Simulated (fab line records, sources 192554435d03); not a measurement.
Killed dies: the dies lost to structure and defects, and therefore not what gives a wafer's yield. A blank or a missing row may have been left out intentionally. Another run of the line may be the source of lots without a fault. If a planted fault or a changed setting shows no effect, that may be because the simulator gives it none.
Matching of chambers | flow n5-finfet | 4 sister chambers for N5_BEOL_M3_DESCUM_16 on rie-diel-04
The step chemistry O2, time 7 s. 18 wafers are shown with their chamber, then 9 later ones without.

WAFERS WITH THEIR CHAMBER
wafer  | chamber | drypump-motor-current-A (A) | showerhead-plenum-p-Torr (Torr) | oes-product-au (a.u.)
L075.2 | 2       | 5.0                         | 1.99                            | 0.75
L075.4 | 3       | 5.4                         | 2.24                            | 0.88
L075.6 | 0       | 6.3                         | 2.03                            | 0.86
L076.3 | 2       | 5.0                         | 1.99                            | 0.74
L076.4 | 1       | 5.0                         | 2.04                            | 0.69
L076.6 | 1       | 5.0                         | 2.04                            | 0.68
L078.1 | 3       | 5.4                         | 2.24                            | 0.87
L078.2 | 1       | 5.0                         | 2.04                            | 0.68
L078.5 | 3       | 5.4                         | 2.24                            | 0.87
L081.2 | 3       | 5.4                         | 2.24                            | 0.86
L081.3 | 1       | 5.1                         | 2.04                            | 0.67
L081.4 | 2       | 5.0                         | 1.99                            | 0.73
L082.3 | 1       | 5.0                         | 2.04                            | 0.68
L082.4 | 3       | 5.4                         | 2.24                            | 0.86
L082.6 | 2       | 5.0                         | 1.99                            | 0.74
L085.3 | 0       | 6.3                         | 2.02                            | 0.84
L085.5 | 2       | 5.0                         | 1.99                            | 0.73
L085.6 | 3       | 5.4                         | 2.23                            | 0.85

SIGNATURES (averages over the wafers above)
reading                  | chamber 0 | chamber 1 | chamber 2 | chamber 3 | scatter within a chamber
drypump-motor-current-A  | 6.300     | 5.020     | 5.000     | 5.400     | 0.0239
showerhead-plenum-p-Torr | 2.0250    | 2.0400    | 1.9900    | 2.2383    | 0.00309
oes-product-au           | 0.8500    | 0.6800    | 0.7380    | 0.8650    | 0.00937
Rule: distance of a wafer from a chamber = root of the sum over the readings of ((wafer's reading minus chamber's mean) / reading's scatter) squared. The wafer belongs to the nearest chamber; if the next one is less than 2 further off, it can't be placed. How the scatter is found: for the shown wafers, subtract from each reading the mean of its chamber, square and add these, divide the total by (wafers less chambers), then take the root.

WAFERS WITH NO CHAMBER GIVEN
wafer  | drypump-motor-current-A (A) | showerhead-plenum-p-Torr (Torr) | oes-product-au (a.u.)
L091.1 | 5.0                         | 2.04                            | 0.97
L091.4 | 5.0                         | 1.98                            | 0.73
L091.5 | 5.4                         | 2.23                            | 0.85
L092.2 | 6.3                         | 2.02                            | 0.82
L092.3 | 5.0                         | 1.98                            | 0.72
L092.6 | 6.3                         | 2.02                            | 0.83
L093.2 | 5.0                         | 1.98                            | 0.72
L093.5 | 5.0                         | 1.98                            | 0.72
L093.6 | 5.0                         | 2.03                            | 0.94

THE CHAMBER EACH PASSED THROUGH
wafer  | from the rows above     | in truth
L091.1 | can't be placed: 2 or 1 | 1
L091.4 | 2                       | 2
L091.5 | 3                       | 3
L092.2 | 0                       | 0
L092.3 | 2                       | 2
L092.6 | 0                       | 0
L093.2 | 2                       | 2
L093.5 | 2                       | 2
L093.6 | 2                       | 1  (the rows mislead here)
Correctly placed: 7 of 9. Not placeable from these rows: 1 (in 1, the candidates include the true chamber). Number placed wrongly: 1.
